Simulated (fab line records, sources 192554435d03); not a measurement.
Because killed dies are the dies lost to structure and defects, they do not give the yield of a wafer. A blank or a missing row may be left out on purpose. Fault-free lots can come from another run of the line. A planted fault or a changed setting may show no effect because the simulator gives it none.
Struck lot and sound lot, side by side | flow n5 finfet | 42 steps out of a route of 1938
Sound: these wafers, L663.1, L663.2, L663.4. Wafers L675.2, L675.4, L675.5 were the ones struck. At the end, the cause is stated.
Per side, at each step with rows, come the tool, then ch with its chambers, and then its first start. Under that, the readings that differ: sound wafers | struck wafers | difference of the means | sigmas: that difference in standard deviations of wafers without a fault.
alike: readings with means less than 2 such deviations apart, plus words and numbers identical on both sides. not compared: withheld readings, readings lacking a value on some wafer, bounds such as >300 that could conceal the same value, and numbers that have no deviation in the record and whose values overlap.
Wherever a step has rows on one side only, a row that says differs or no value, or a row with sigmas, the two part there. When numbers do not overlap yet have no deviation, they are printed without sigmas and do not part them. A reading that every wafer of one side lacks parts them only if that side has two wafers or more.

first, 11 steps without rows for these wafers: N5_BEOL_M3_ALD_98 (deposits SiO2, target thk 2.5 nm, pulse time 1 s, co reactant pulse time 1 s); N5_BEOL_M3_ETCHBACK_99 (etches SiO2 in CHF3, target depth 5 nm, time 10.4 s); N5_BEOL_M3_ETCH_70 (etches SOC in N2/H2, target depth 80 nm, overetch 16 nm, time 120 s); N5_BEOL_M3_STRIP_71 (strips in N2/H2); N5_BEOL_M3_STRIP_78 (strips in N2/H2); N5_BEOL_M3_VIA_ETCH_34 (etches the open film in C4F6/O2, target depth 69.4 nm, time 65.9 s); N5_BEOL_M3_STRIP_83 (strips in C4F6/O2); N5_BEOL_M3_STRIP_36 (strips in N2/H2); N5_BEOL_M3_TRENCH_ETCH_37 (etches SiOC in C4F6/O2, target depth 55.555 nm, time 29.2 s); N5_BEOL_M3_ETCH_41 (etches SiCN in CH3F/O2, target depth 29.9 nm, time 52.5 s); N5_BEOL_M3_STRIP_97 (strips in N2/H2, time 10 s).
N5_BEOL_M3_HM_STRIP_39: strips TiN in peroxide tin strip, target depth 25 nm, time 158 s.
  sound on wet bench-02 ch 1,4,7, day 8 01:44; struck on wet bench-05 ch 0,2,6, day 11 05:52
  no value came back on the struck wafers for bath guard temp C (C), bath heat duty pct (%), temp c (C), time s (s); on the sound wafers bath guard temp C (C) reads 49.6 50.3 49.1
  reading                                    | sound | struck         | difference | sigmas
  model.TiN_of_BEOL_M3_HM_DEP_02.thk nm (nm) | 0 0 0 | 17.2 17.6 17.4 | +17.4      |
then, 1 step without rows for these wafers: N5_BEOL_M3_SRD_40 (time 30 s).
N5_BEOL_M3_PRECLEAN_42: cleans in residue remover, time 60 s.
  sound on wet bench-02 ch 1,4,7, day 8 01:49; struck on wet bench-05 ch 0,2,6, day 11 05:56
  reading                                    | sound | struck      | difference | sigmas
  model.TiN_of_BEOL_M3_HM_DEP_02.thk nm (nm) | 0 0 0 | 6.2 6.6 6.4 | +6.4       |
  alike: temp c
then, 25 steps without rows for these wafers: N5_BEOL_M3_SRD_43 (time 30 s); N5_BEOL_M3_DEGAS_44 (time 60 s); N5_BEOL_M3_PRE_CLEAN_45 (time 30 s); N5_BEOL_M3_ALD_84 (deposits TaN, pulse time 2 s, purge time 3 s, co reactant purge time 2 s); N5_BEOL_M3_SURFACE_TREAT_85; N5_BEOL_M3_CVD_47 (deposits Co from CCTBA/H2, target thk 3 nm, time 223.8 s); N5_BEOL_M3_SPUTTER_48 (material Cu, target thk 4.5 nm, time 8.29 s); N5_BEOL_M3_ANNEAL_49 (time 240 s); N5_BEOL_M3_SPUTTER_79 (material Cu, target thk 4.5 nm, time 8.29 s); N5_BEOL_M3_ANNEAL_80 (time 240 s); N5_BEOL_M3_SPUTTER_81 (material Cu, target thk 4.5 nm, time 8.29 s); N5_BEOL_M3_ANNEAL_82 (time 240 s); N5_BEOL_M3_SPUTTER_86 (material Cu, target thk 4.5 nm, time 8.29 s); N5_BEOL_M3_ANNEAL_87 (time 240 s); N5_BEOL_M3_SPUTTER_88 (material Cu, target thk 4.5 nm, time 8.29 s); N5_BEOL_M3_ANNEAL_89 (time 240 s); N5_BEOL_M3_SPUTTER_90 (material Cu, target thk 4.5 nm, time 8.29 s); N5_BEOL_M3_ANNEAL_91 (time 240 s); N5_BEOL_M3_SPUTTER_92 (material Cu, target thk 4.5 nm, time 8.29 s); N5_BEOL_M3_ANNEAL_93 (time 240 s); N5_BEOL_M3_SPUTTER_94 (material Cu, target thk 4.5 nm, time 8.29 s); N5_BEOL_M3_ANNEAL_95 (time 240 s); N5_BEOL_M3_SPUTTER_96 (material Cu, target thk 4.5 nm, time 8.29 s); N5_BEOL_M3_ECD_50 (material Cu, target thk 300 nm); N5_BEOL_M3_ANNEAL_51 (time 90 s).
N5_BEOL_M3_CMP_52: polishes, stops on SiOC, t overpolish 6.8 s, target thk 40 nm.
  sound on cmp-01 ch 0,1,3, day 8 06:52; struck on cmp-03 ch 0,1, day 11 09:22
  reading                      | sound          | struck         | difference | sigmas
  barrier field endpoint s (s) | 24.2 24.1 24.1 | 32.5 33.6 33.5 | +9.1       | +14
  alike: motor current A
N5_BEOL_M4_RC_MEAS_101:
  sound on prober-02 ch 0, day 8 20:29; struck on prober-02 ch 0, day 12 05:01
  reading          | sound          | struck         | difference | sigmas
  ION_P (uA/um)    | 459 451 455    | 475 469 468    | +16        | +2
  RS_SD_P (ohm/sq) | 66.7 67.2 65.1 | 58.0 58.1 57.8 | -8.4       | -8
  alike: DIBL_N, DIBL_P, IOFF_N, IOFF_P, ION_N, SS_N, SS_P, VT_N, VT_P
-- a jump in the record: the struck wafers' starts before and after are 5 days apart (it breaks off in module BEOL_M4 and resumes in module PASSIVATION, where the first step shown is number 1936 of the route) --
N5_PASSIVATION_PROBE_49:
  record: rows for the struck wafers here (prober-02, day 17 05:01), none for the sound ones

== WHERE THEY PART ==
Earliest at N5_BEOL_M3_HM_STRIP_39; latest, in this record, at N5_PASSIVATION_PROBE_49.

WHY: whatever the simulator had introduced
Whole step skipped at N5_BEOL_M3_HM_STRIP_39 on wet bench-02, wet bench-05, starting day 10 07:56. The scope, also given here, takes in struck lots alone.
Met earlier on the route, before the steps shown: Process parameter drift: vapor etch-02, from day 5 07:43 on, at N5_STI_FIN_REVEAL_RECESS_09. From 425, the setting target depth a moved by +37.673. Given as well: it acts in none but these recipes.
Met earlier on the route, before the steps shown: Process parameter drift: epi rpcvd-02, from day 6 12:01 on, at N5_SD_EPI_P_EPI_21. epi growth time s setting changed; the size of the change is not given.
